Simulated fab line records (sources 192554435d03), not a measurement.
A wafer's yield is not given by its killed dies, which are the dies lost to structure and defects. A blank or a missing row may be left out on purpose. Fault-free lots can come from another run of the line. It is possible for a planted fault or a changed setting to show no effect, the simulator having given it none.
fab line records | flow n5Finfet
record: lots: 11 wafers: 33 lastDay: 17
route steps=1938 shown BEOL_M14@1726
lots with no fault: from the same line, run without faults
startH: hours from the record's opening day to when the first of the lot's shown wafers began | waitH: how many hours have passed since the lot's step before this one | " identical to the entry in the row above | L1.1+2: a single row standing in for several wafers | - no value, or no start was given | * or withheld: withheld | < > ~ a bound
route shown NAME@n: NAME is a module with steps in the file, n the number in the route of the first one | usual: average and standard deviation across the fault-free wafers | same: alike in all rows | chamber/n: place in a boat | sites: readings site by site | _std_site: the standard deviation of these | _edge_site: inner sites' mean taken away from outer sites' mean | radiusMm: how far each site lies from the wafer's centre | mask NAME#n: copy n | behind: the last tool/chamber to shape the wafer | hold: why the lot was held/for how many hours/how that ended | device: whichever transistor did not switch (one of n, p or np) | end of line: at the end of the route, the tests of the same wafers | step lacking rows: just its recipe | killed: the dies lost at the first sort to structure and to defects; this is not the yield of the wafer | map: a wafer's dies, marking killed ones x, the rest . and places with no die _
set.NAME: the setting as run; set.NAME@STEP: as run at that earlier step | model.NAME: the simulator's own value behind a step, which no gauge read
one table for each step of the route and one row for each wafer, over a sample of lots
services: when a tool's chamber went out of use (startH, in hours from the record's first day, below 0 if earlier), for how many hours, and the reason
== steps ==
step: N5_BEOL_M14_CD_MEAS_10
recipe: targetCdNm: 250 landingEnergyEv: 500 detector: seInlens polarity: opening
usual: cdNm: 250.5/1.9
columns lot.wafer tool chamber startH waitH cdNm
L796.1 cdSem-03 0 252.80 - 251.9
L796.4 " 0 " " 250.2
L796.5 " 0 " " 251.3
L799.2 cdSem-01 0 282.41 - 249.9
L799.5 " 0 " " 249.9
L799.6 " 0 " " 249.5
L801.2 cdSem-01 0 305.58 - 251.7
L801.4 " 0 " " 248.3
L801.5 " 0 " " 250.6
L803.1 cdSem-03 0 308.56 - 249.6
L803.5 " 0 " " 247.6
L803.6 " 0 " " 250.9
L802.1 cdSem-01 0 308.86 - 252.8
L802.4 " 0 " " 252.0
L802.5 " 0 " " 252.5
L805.1 cdSem-01 0 325.47 - 253.0
L805.3 " 0 " " 249.9
L805.5 " 0 " " 253.1
L807.1 cdSem-03 0 341.12 - 252.2
L807.2 " 0 " " 248.7
L807.5 " 0 " " 250.8
L813.2 cdSem-01 0 366.86 - 251.4
L813.3 " 0 " " 248.4
L813.5 " 0 " " 251.1
L814.1 cdSem-01 0 378.29 - 250.3
L814.4 " 0 " " 251.1
L814.6 " 0 " " 249.9
L816.3 cdSem-03 0 379.26 - 250.7
L816.5 " 0 " " 246.3
L816.6 " 0 " " 249.9
L815.2 cdSem-03 0 383.85 - 251.9
L815.4 " 0 " " 251.1
L815.5 " 0 " " 251.8
step: N5_BEOL_M14_DESCUM_15
recipe: chemistry: O2 timeS: 7.9 sourcePowerW: 50 biasPowerW: 20 pressureMtorr: 20 rfFrequencyHz: 2.712e+07 tempC: 40 o2FlowSccm: 225
usual: drypumpMotorCurrentA: 5.9/0.43 oesProductAu: 0.78/0.082 rfFwdPowerW: 49.33/0.23 rfVppV: 243.0/1.1 showerheadPlenumPTorr: 2.08/0.056 throttleValvePct: 20.51/0.24
columns lot.wafer tool chamber startH waitH drypumpMotorCurrentA oesProductAu rfFwdPowerW rfHoursCounterH rfVppV showerheadPlenumPTorr throttleValvePct
L796.1 rieDiel-01 2 252.95 0.1 5.6 0.73 49.47 138 241.5 2.02 20.64
L796.4 " 1 " " 6.2 0.82 49.25 - 243.4 2.12 20.76
L796.5 " 2 " " 5.6 0.74 49.52 - 241.5 2.02 20.66
L799.2 rieDiel-04 3 282.96 0.5 5.6 0.92 49.48 27 243.2 2.14 20.60
L799.5 " 2 " " 6.0 0.75 49.45 - 242.6 2.08 20.10
L799.6 " 1 " " 5.5 0.77 49.04 - 243.5 2.09 20.58
L801.2 rieDiel-04 1 305.67 0.0 5.5 0.77 48.97 138 242.7 2.08 20.60
L801.4 " 1 " " 5.5 0.76 48.95 - 243.4 2.08 20.60
L801.5 " 2 " " 6.0 0.75 49.39 - 243.5 2.08 20.13
L803.1 rieDiel-04 1 308.65 0.0 5.5 0.77 49.10 140 243.3 2.08 20.60
L803.5 " 3 " " 5.6 0.90 49.47 - 244.2 2.14 20.63
L803.6 " 1 " " 5.5 0.77 49.01 - 243.6 2.08 20.60
L802.1 rieDiel-01 3 308.95 0.0 6.7 0.99 49.53 7 244.3 2.14 20.45
L802.4 " 0 " " 5.9 0.71 49.41 214 239.4 1.97 20.25
L802.5 " 1 " " 6.2 0.80 49.39 - 243.4 2.12 20.76
L805.1 rieDiel-01 1 325.56 0.0 6.2 0.80 49.62 119 244.1 2.12 20.78
L805.3 " 3 " " 6.7 0.96 49.33 15 244.4 2.14 20.45
L805.5 " 3 " " 6.7 0.96 49.31 - 242.6 2.14 20.45
L807.1 rieDiel-04 0 341.66 0.5 5.3 0.94 48.97 7 243.3 2.05 19.98
L807.2 " 1 " " 5.5 0.76 49.07 151 243.4 2.08 20.62
L807.5 " 3 " " 5.6 0.87 49.11 - 241.7 2.14 20.64
L813.2 rieDiel-04 2 366.95 0.0 6.0 0.72 49.44 171 242.8 2.07 20.14
L813.3 " 3 " " 5.6 0.87 49.29 56 244.5 2.13 20.66
L813.5 " 3 " " 5.6 0.87 49.08 - 244.3 2.13 20.66
L814.1 rieDiel-01 2 378.38 0.0 5.6 0.71 49.36 178 241.0 2.00 20.70
L814.4 " 1 " " 6.2 0.79 49.56 137 243.3 2.11 20.79
L814.6 " 2 " " 5.6 0.71 49.33 - 240.9 2.00 20.68
L816.3 rieDiel-04 0 379.76 0.4 5.3 0.90 49.10 21 242.1 2.04 20.00
L816.5 " 2 " " 6.0 0.72 49.18 - 244.3 2.07 20.17
L816.6 " 3 " " 5.6 0.86 49.33 - 243.7 2.13 20.66
L815.2 rieDiel-04 3 383.93 0.0 5.6 0.86 49.22 63 244.2 2.13 20.66
L815.4 " 0 " " 5.3 0.90 49.25 23 241.7 2.04 20.00
L815.5 " 2 " " 6.0 0.72 49.39 - 243.3 2.07 20.16
step: N5_BEOL_M14_COAT_22
recipe: spinRpm: 2888 resistThkNm: 300
usual: spinSpeedRpm: 2887.8/1.8
columns lot.wafer tool chamber startH waitH spinSpeedRpm
L796.1 lithoTrack-01 0 253.43 - 2887.4
L796.4 " 0 " " 2887.3
L796.5 " 0 " " 2891.0
L799.2 lithoTrack-01 0 283.44 - 2883.9
L799.5 " 0 " " 2885.5
L799.6 " 0 " " 2884.7
L801.2 lithoTrack-04 0 306.14 - 2888.4
L801.4 " 0 " " 2886.6
L801.5 " 0 " " 2885.4
L803.1 lithoTrack-04 0 309.12 - 2885.2
L803.5 " 0 " " 2884.1
L803.6 " 0 " " 2886.1
L802.1 lithoTrack-04 0 309.43 - 3130.1
L802.4 " 0 " " 3125.4
L802.5 " 0 " " 3125.7
L805.1 lithoTrack-01 0 326.03 - 2886.2
L805.3 " 0 " " 2886.1
L805.5 " 0 " " 2891.6
L807.1 lithoTrack-04 0 342.13 - 3127.6
L807.2 " 0 " " 3125.4
L807.5 " 0 " " 3128.5
L813.2 lithoTrack-05 0 367.43 - 2887.4
L813.3 " 0 " " 2886.7
L813.5 " 0 " " 2888.1
L814.1 lithoTrack-01 0 378.86 - 2886.5
L814.4 " 0 " " 2888.5
L814.6 " 0 " " 2887.3
L816.3 lithoTrack-01 0 380.24 - 2883.5
L816.5 " 0 " " 2885.5
L816.6 " 0 " " 2886.9
L815.2 lithoTrack-05 0 384.41 - 2886.0
L815.4 " 0 " " 2889.0
L815.5 " 0 " " 2888.2
step: N5_BEOL_M14_INSPECT_30
recipe: mode: adi inspectInstrument: macro
usual: rawDefectCount: 1.9/1.4
columns lot.wafer tool chamber startH waitH rawDefectCount
L796.1 defectInspect-01 - 253.77 0.0 1
L796.4 " - " " 3
L796.5 " - " " 3
L799.2 defectInspect-02 - 283.90 0.0 1
L799.5 " - " " 3
L799.6 " - " " 4
L801.2 defectInspect-02 - 306.48 0.0 1
L801.4 " - " " 0
L801.5 " - " " 3
L803.1 defectInspect-01 - 309.46 0.0 7
L803.5 " - " " 1
L803.6 " - " " 0
L802.1 defectInspect-01 - 309.76 0.0 2
L802.4 " - " " 0
L802.5 " - " " 2
L805.1 defectInspect-02 - 326.40 0.0 2
L805.3 " - " " 1
L805.5 " - " " 1
L807.1 defectInspect-01 - 342.47 0.0 1
L807.2 " - " " 2
L807.5 " - " " 3
L813.2 defectInspect-01 - 367.78 0.0 2
L813.3 " - " " 1
L813.5 " - " " 1
L814.1 defectInspect-02 - 379.19 0.0 0
L814.4 " - " " 0
L814.6 " - " " 1
L816.3 defectInspect-02 - 380.58 0.0 1
L816.5 " - " " 3
L816.6 " - " " 3
L815.2 defectInspect-02 - 384.75 0.0 2
L815.4 " - " " 1
L815.5 " - " " 1
== services ==
columns tool chamber startH hours kind
rieDiel-01 3 242.29 6.0 repair
lithoTrack-04 - 262.17 - consumableReplace:filter
rieDiel-01 1 269.22 5.2 repair
lithoTrack-04 - 272.27 - consumableReplace:filter
rieDiel-01 - 280.26 14.6 pm
rieDiel-04 0 305.44 - clean
rieDiel-04 0 305.44 - consumableReplace:focusRing
rieDiel-04 0 305.44 17.7 scheduledDown
rieDiel-04 0 305.44 17.7 ventCycle
lithoTrack-01 - 309.81 - consumableReplace:filter
rieDiel-01 1 315.35 8.1 repair
rieDiel-01 2 372.55 2.4 repair
== key ==
firstSign: step: N5_BEOL_M14_COAT_22 reading: spinSpeedRpm direction: up sigmas: 99+ usual: * struck: *
effect none on later readings
metAt N5_BEOL_M14_COAT_22
struckLots L802,L807
notActingAt N5_BEOL_M14_CD_MEAS_10,N5_BEOL_M14_DESCUM_15,N5_BEOL_M14_INSPECT_30
onsetBetween 309.12 309.43
fault: kind: processParameterDrift tool: lithoTrack-04 chamber: - onsetH: 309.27 steps: N5_BEOL_M14_COAT_22 channel: spinRpm offset: * shape: step endH: 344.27 actsIn: * stated: *
